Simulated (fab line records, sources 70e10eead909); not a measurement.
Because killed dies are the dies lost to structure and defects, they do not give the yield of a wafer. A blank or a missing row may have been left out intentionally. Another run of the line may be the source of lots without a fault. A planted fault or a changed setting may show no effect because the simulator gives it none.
Which of the tools did it? / flow nandHarc / Sampling: 13 lots, 37 wafers, 6 of 1302 route steps

WHAT THE GAUGES SHOWED, per wafer
NHARC_END_SORT_01. Usual: killedAtArray 54, standard deviation 17; killedAtOther 1.0, standard deviation 1.4; killedAtPeriphery 3.6, standard deviation 2.1; killedDies 58, standard deviation 17; killedOpen 3.2, standard deviation 2; killedShort 2.5, standard deviation 1.5.
lot=L332; measured=day 28 15:37; on=prober-01; killedAtArray=136; killedAtOther=0; killedAtPeriphery=2; killedDies=138; killedOpen=3; killedShort=4; flag=OFF

EACH LOT AND THE TOOL THAT RAN IT (in order: tool; ch and the chambers of the sampled wafers; start)
lot=L324; NHARC_A_STAIRCASE_ALD_415=aldHk-02 ch 0,1,3, day 16 22:26; NHARC_A_STAIRCASE_ALD_420=aldHk-02 ch 0,1,3, day 17 04:58; NHARC_A_STAIRCASE_CMP_152=cmp-04 ch 0,2,3, day 18 21:58; NHARC_A_STAIRCASE_DEP_471=pecvd-03 ch 0,1, day 18 23:09; NHARC_A_SGD_CUT_DEP_00=pecvd-04 ch 0,1,2, day 18 23:50
lot=L332; NHARC_A_STAIRCASE_ALD_415=aldHk-01 ch 2, day 20 13:50; NHARC_A_STAIRCASE_ALD_420=aldHk-02 ch 0, day 20 18:28; NHARC_A_STAIRCASE_CMP_152=cmp-03 ch 3, day 22 06:19; NHARC_A_STAIRCASE_DEP_471=pecvd-01 ch 1, day 22 07:31; NHARC_A_SGD_CUT_DEP_00=pecvd-04 ch 1, day 22 12:56
lot=L335; NHARC_A_STAIRCASE_ALD_415=aldHk-04 ch 2,3, day 21 11:17; NHARC_A_STAIRCASE_ALD_420=aldHk-04 ch 0,2,3, day 21 16:26; NHARC_A_STAIRCASE_CMP_152=cmp-01 ch 1,2, day 23 07:25; NHARC_A_STAIRCASE_DEP_471=pecvd-04 ch 0,1,2, day 23 08:31; NHARC_A_SGD_CUT_DEP_00=pecvd-04 ch 0,1,2, day 23 09:15
lot=L336; NHARC_A_STAIRCASE_ALD_415=aldHk-02 ch 1,2,3, day 22 05:34; NHARC_A_STAIRCASE_ALD_420=aldHk-01 ch 2,3, day 22 10:13; NHARC_A_STAIRCASE_CMP_152=cmp-04 ch 0,3, day 24 02:08; NHARC_A_STAIRCASE_DEP_471=pecvd-01 ch 1,2, day 24 03:28; NHARC_A_SGD_CUT_DEP_00=pecvd-02 ch 0,2, day 24 04:11
lot=L337; NHARC_A_STAIRCASE_ALD_415=aldHk-04 ch 0,1,2, day 22 18:48; NHARC_A_STAIRCASE_ALD_420=aldHk-01 ch 0,1,3, day 23 00:39; NHARC_A_STAIRCASE_CMP_152=cmp-04 ch 1,3, day 24 16:09; NHARC_A_STAIRCASE_DEP_471=pecvd-01 ch 0,2, day 24 17:17; NHARC_A_SGD_CUT_DEP_00=pecvd-02 ch 0,1,2, day 24 18:01
lot=L338; NHARC_A_STAIRCASE_ALD_415=aldHk-04 ch 1,2,3, day 23 11:13; NHARC_A_STAIRCASE_ALD_420=aldHk-04 ch 0,1,2, day 23 16:08; NHARC_A_STAIRCASE_CMP_152=cmp-04 ch 1,2,3, day 25 06:46; NHARC_A_STAIRCASE_DEP_471=pecvd-03 ch 0,2, day 25 07:52; NHARC_A_SGD_CUT_DEP_00=pecvd-03 ch 0,1,2, day 25 08:32
lot=L339; NHARC_A_STAIRCASE_ALD_415=aldHk-02 ch 0,2,3, day 23 12:48; NHARC_A_STAIRCASE_ALD_420=aldHk-02 ch 0,1, day 23 15:58; NHARC_A_STAIRCASE_CMP_152=cmp-04 ch 0,1,2, day 25 07:43; NHARC_A_STAIRCASE_DEP_471=pecvd-04 ch 0,2, day 25 08:48; NHARC_A_SGD_CUT_DEP_00=pecvd-03 ch 0,1,2, day 25 09:31
lot=L340; NHARC_A_STAIRCASE_ALD_415=aldHk-04 ch 1,2,3, day 23 20:50; NHARC_A_STAIRCASE_ALD_420=aldHk-02 ch 0,3, day 24 01:40; NHARC_A_STAIRCASE_CMP_152=cmp-03 ch 0,2,3, day 25 16:49; NHARC_A_STAIRCASE_DEP_471=pecvd-04 ch 0,1, day 25 17:55; NHARC_A_SGD_CUT_DEP_00=pecvd-03 ch 0,1, day 25 18:37
lot=L342; NHARC_A_STAIRCASE_ALD_415=aldHk-01 ch 0,3, day 25 10:50; NHARC_A_STAIRCASE_ALD_420=aldHk-04 ch 0,2,3, day 25 16:26; NHARC_A_STAIRCASE_CMP_152=cmp-03 ch 1,3, day 27 10:18; NHARC_A_STAIRCASE_DEP_471=pecvd-03 ch 0,2, day 27 11:28; NHARC_A_SGD_CUT_DEP_00=pecvd-03 ch 0,1,2, day 27 12:09
lot=L344; NHARC_A_STAIRCASE_ALD_415=aldHk-02 ch 1,3, day 25 15:02; NHARC_A_STAIRCASE_ALD_420=aldHk-01 ch 0,1,2, day 25 21:29; NHARC_A_STAIRCASE_CMP_152=cmp-04 ch 0,1,3, day 27 13:06; NHARC_A_STAIRCASE_DEP_471=pecvd-03 ch 0,1,2, day 27 14:17; NHARC_A_SGD_CUT_DEP_00=pecvd-03 ch 0,1,2, day 27 15:00
lot=L343; NHARC_A_STAIRCASE_ALD_415=aldHk-01 ch 0,1,3, day 25 16:59; NHARC_A_STAIRCASE_ALD_420=aldHk-02 ch 0,3, day 25 21:28; NHARC_A_STAIRCASE_CMP_152=cmp-04 ch 1,3, day 27 09:58; NHARC_A_STAIRCASE_DEP_471=pecvd-01 ch 0,1,2, day 27 11:07; NHARC_A_SGD_CUT_DEP_00=pecvd-03 ch 0,2, day 27 11:54
lot=L345; NHARC_A_STAIRCASE_ALD_415=aldHk-01 ch 0,1,3, day 26 09:32; NHARC_A_STAIRCASE_ALD_420=aldHk-02 ch 0,1,2, day 26 14:23; NHARC_A_STAIRCASE_CMP_152=cmp-04 ch 0,2, day 28 07:10; NHARC_A_STAIRCASE_DEP_471=pecvd-01 ch 0,2, day 28 08:15; NHARC_A_SGD_CUT_DEP_00=pecvd-02 ch 0,1,2, day 28 08:58
lot=L347; NHARC_A_STAIRCASE_ALD_415=aldHk-01 ch 0,1, day 26 21:25; NHARC_A_STAIRCASE_ALD_420=aldHk-01 ch 0,2,3, day 27 03:29; NHARC_A_STAIRCASE_CMP_152=cmp-03 ch 0,1,3, day 28 22:27; NHARC_A_STAIRCASE_DEP_471=pecvd-04 ch 0,2, day 28 23:37; NHARC_A_SGD_CUT_DEP_00=pecvd-04 ch 0,1,2, day 29 00:19
- NHARC_A_STAIRCASE_ALD_415: deposits SiO2, target thk 30 nm, pulse time 6 s, ald cycles 300.
- NHARC_A_STAIRCASE_ALD_420: deposits SiO2, target thk 20 nm, pulse time 6 s, ald cycles 200.
- NHARC_A_STAIRCASE_CMP_152: polishes.
- NHARC_A_STAIRCASE_DEP_471: deposits SiO2, target thk 100 nm.
- NHARC_A_SGD_CUT_DEP_00: deposits SiNx, target thk 50 nm.

WHAT THE TOOLS THEMSELVES READ (means of the sampled wafers that have a number; where no wafer has one, the mark that the record gives instead)
NHARC_A_STAIRCASE_ALD_415. Usual: heaterPowerW 453 W, standard deviation 53; precursorPulseHeightRel 1.001, standard deviation 0.019.
lot=L324; tool=aldHk-02; heaterPowerW (W)=444; precursorPulseHeightRel=0.989; flag=
lot=L332; tool=aldHk-01; heaterPowerW (W)=346; precursorPulseHeightRel=0.997; flag=
lot=L335; tool=aldHk-04; heaterPowerW (W)=442; precursorPulseHeightRel=0.994; flag=
lot=L336; tool=aldHk-02; heaterPowerW (W)=451; precursorPulseHeightRel=1.004; flag=
lot=L337; tool=aldHk-04; heaterPowerW (W)=457; precursorPulseHeightRel=1.002; flag=
lot=L338; tool=aldHk-04; heaterPowerW (W)=444; precursorPulseHeightRel=1.002; flag=
lot=L339; tool=aldHk-02; heaterPowerW (W)=485; precursorPulseHeightRel=1.025; flag=
lot=L340; tool=aldHk-04; heaterPowerW (W)=445; precursorPulseHeightRel=0.993; flag=
lot=L342; tool=aldHk-01; heaterPowerW (W)=445; precursorPulseHeightRel=1.010; flag=
lot=L344; tool=aldHk-02; heaterPowerW (W)=444; precursorPulseHeightRel=1.007; flag=
lot=L343; tool=aldHk-01; heaterPowerW (W)=470; precursorPulseHeightRel=1.010; flag=
lot=L345; tool=aldHk-01; heaterPowerW (W)=475; precursorPulseHeightRel=0.988; flag=
lot=L347; tool=aldHk-01; heaterPowerW (W)=505; precursorPulseHeightRel=0.996; flag=

NHARC_A_STAIRCASE_ALD_420. Usual: heaterPowerW 454 W, standard deviation 65; precursorPulseHeightRel 1.000, standard deviation 0.019.
lot=L324; tool=aldHk-02; heaterPowerW (W)=455; precursorPulseHeightRel=0.989; flag=
lot=L332; tool=aldHk-02; heaterPowerW (W)=491; precursorPulseHeightRel=1.041; flag=
lot=L335; tool=aldHk-04; heaterPowerW (W)=460; precursorPulseHeightRel=1.016; flag=
lot=L336; tool=aldHk-01; heaterPowerW (W)=347; precursorPulseHeightRel=0.992; flag=
lot=L337; tool=aldHk-01; heaterPowerW (W)=470; precursorPulseHeightRel=0.999; flag=
lot=L338; tool=aldHk-04; heaterPowerW (W)=460; precursorPulseHeightRel=0.987; flag=
lot=L339; tool=aldHk-02; heaterPowerW (W)=432; precursorPulseHeightRel=1.003; flag=
lot=L340; tool=aldHk-02; heaterPowerW (W)=471; precursorPulseHeightRel=0.988; flag=
lot=L342; tool=aldHk-04; heaterPowerW (W)=463; precursorPulseHeightRel=0.982; flag=
lot=L344; tool=aldHk-01; heaterPowerW (W)=469; precursorPulseHeightRel=0.998; flag=
lot=L343; tool=aldHk-02; heaterPowerW (W)=470; precursorPulseHeightRel=0.987; flag=
lot=L345; tool=aldHk-02; heaterPowerW (W)=476; precursorPulseHeightRel=1.007; flag=
lot=L347; tool=aldHk-01; heaterPowerW (W)=397; precursorPulseHeightRel=1.001; flag=

NHARC_A_STAIRCASE_CMP_152. Usual: motorCurrentA 11.5 A, standard deviation 1; padLifeWafers 189, standard deviation 88.
lot=L324; tool=cmp-04; motorCurrentA (A)=11.3; padLifeWafers=80; flag=
lot=L332; tool=cmp-03; motorCurrentA (A)=11.9; padLifeWafers=-; flag=OFF
lot=L335; tool=cmp-01; motorCurrentA (A)=10.8; padLifeWafers=223; flag=
lot=L336; tool=cmp-04; motorCurrentA (A)=11.3; padLifeWafers=176; flag=
lot=L337; tool=cmp-04; motorCurrentA (A)=10.3; padLifeWafers=223; flag=
lot=L338; tool=cmp-04; motorCurrentA (A)=11.1; padLifeWafers=278; flag=
lot=L339; tool=cmp-04; motorCurrentA (A)=12.1; padLifeWafers=290; flag=
lot=L340; tool=cmp-03; motorCurrentA (A)=12.4; padLifeWafers=164; flag=
lot=L342; tool=cmp-03; motorCurrentA (A)=12.0; padLifeWafers=325; flag=
lot=L344; tool=cmp-04; motorCurrentA (A)=11.6; padLifeWafers=116; flag=
lot=L343; tool=cmp-04; motorCurrentA (A)=10.5; padLifeWafers=98; flag=
lot=L345; tool=cmp-04; motorCurrentA (A)=12.7; padLifeWafers=182; flag=
lot=L347; tool=cmp-03; motorCurrentA (A)=12.1; padLifeWafers=62; flag=

NHARC_A_STAIRCASE_DEP_471. Usual: heaterPowerW 537 W, standard deviation 93; rfFwdPowerW 896.0 W, standard deviation 2.8; throttleValvePct 16.4 %, standard deviation 0.55.
lot=L324; tool=pecvd-03; heaterPowerW (W)=570; rfFwdPowerW (W)=897.9; throttleValvePct (%)=16.5; flag=
lot=L332; tool=pecvd-01; heaterPowerW (W)=480; rfFwdPowerW (W)=898.2; throttleValvePct (%)=16.5; flag=
lot=L335; tool=pecvd-04; heaterPowerW (W)=546; rfFwdPowerW (W)=896.3; throttleValvePct (%)=16.4; flag=
lot=L336; tool=pecvd-01; heaterPowerW (W)=494; rfFwdPowerW (W)=896.9; throttleValvePct (%)=16.0; flag=
lot=L337; tool=pecvd-01; heaterPowerW (W)=507; rfFwdPowerW (W)=896.4; throttleValvePct (%)=15.7; flag=
lot=L338; tool=pecvd-03; heaterPowerW (W)=698; rfFwdPowerW (W)=896.8; throttleValvePct (%)=16.7; flag=
lot=L339; tool=pecvd-04; heaterPowerW (W)=517; rfFwdPowerW (W)=899.4; throttleValvePct (%)=16.5; flag=
lot=L340; tool=pecvd-04; heaterPowerW (W)=577; rfFwdPowerW (W)=894.4; throttleValvePct (%)=15.8; flag=
lot=L342; tool=pecvd-03; heaterPowerW (W)=609; rfFwdPowerW (W)=895.9; throttleValvePct (%)=16.5; flag=
lot=L344; tool=pecvd-03; heaterPowerW (W)=539; rfFwdPowerW (W)=897.0; throttleValvePct (%)=16.8; flag=
lot=L343; tool=pecvd-01; heaterPowerW (W)=519; rfFwdPowerW (W)=894.2; throttleValvePct (%)=16.3; flag=
lot=L345; tool=pecvd-01; heaterPowerW (W)=495; rfFwdPowerW (W)=895.5; throttleValvePct (%)=15.9; flag=
lot=L347; tool=pecvd-04; heaterPowerW (W)=585; rfFwdPowerW (W)=894.9; throttleValvePct (%)=16.6; flag=

NHARC_A_SGD_CUT_DEP_00. Usual: heaterPowerW 713 W, standard deviation 94; rfFwdPowerW 447.8 W, standard deviation 1.2.
lot=L324; tool=pecvd-04; heaterPowerW (W)=710; rfFwdPowerW (W)=447.6; flag=
lot=L332; tool=pecvd-04; heaterPowerW (W)=560; rfFwdPowerW (W)=451.2; flag=
lot=L335; tool=pecvd-04; heaterPowerW (W)=654; rfFwdPowerW (W)=447.8; flag=
lot=L336; tool=pecvd-02; heaterPowerW (W)=671; rfFwdPowerW (W)=448.3; flag=
lot=L337; tool=pecvd-02; heaterPowerW (W)=699; rfFwdPowerW (W)=448.7; flag=
lot=L338; tool=pecvd-03; heaterPowerW (W)=715; rfFwdPowerW (W)=449.1; flag=
lot=L339; tool=pecvd-03; heaterPowerW (W)=758; rfFwdPowerW (W)=447.7; flag=
lot=L340; tool=pecvd-03; heaterPowerW (W)=804; rfFwdPowerW (W)=449.1; flag=
lot=L342; tool=pecvd-03; heaterPowerW (W)=710; rfFwdPowerW (W)=447.8; flag=
lot=L344; tool=pecvd-03; heaterPowerW (W)=720; rfFwdPowerW (W)=447.5; flag=
lot=L343; tool=pecvd-03; heaterPowerW (W)=787; rfFwdPowerW (W)=448.3; flag=
lot=L345; tool=pecvd-02; heaterPowerW (W)=747; rfFwdPowerW (W)=447.1; flag=
lot=L347; tool=pecvd-04; heaterPowerW (W)=722; rfFwdPowerW (W)=447.9; flag=

THE ANSWER, worked out from the rows above alone
Rule: a lot is off if the mean of its wafers that have a number lies more than 3 standard deviations from the usual mean. A lot without any number at a reading at which 4 lots or more have one is off too. Any other lot the step has rows for is counted as sound. First the gauges in route order, then the tools' own readings, where a lot's mean is used as printed above. The first step at which some lot is off is used, and at that step the reading that is off furthest; a lot without a number counts as furthest.
Off: L332, at NHARC_END_SORT_01 (killedAtArray). Neither off nor sound, because the step has no rows for them: L324, L335, L336, L337, L338, L339, L340, L342, L344, L343, L345, L347.
A tool fits if, at a process step before that reading, it ran every lot that is off, and no sound lot after the first of them. The gauges at NHARC_END_SORT_01 aren't tried: what is off there is off at NHARC_A_STAIRCASE_CMP_152 too, on other tools, and a gauge's error can't cause that. Can't be told from this: 5 tools fit, aldHk-01 at NHARC_A_STAIRCASE_ALD_415, aldHk-02 at NHARC_A_STAIRCASE_ALD_420, cmp-03 at NHARC_A_STAIRCASE_CMP_152, pecvd-01 at NHARC_A_STAIRCASE_DEP_471, pecvd-04 at NHARC_A_SGD_CUT_DEP_00.

WHAT THE SIMULATOR HAD PUT IN
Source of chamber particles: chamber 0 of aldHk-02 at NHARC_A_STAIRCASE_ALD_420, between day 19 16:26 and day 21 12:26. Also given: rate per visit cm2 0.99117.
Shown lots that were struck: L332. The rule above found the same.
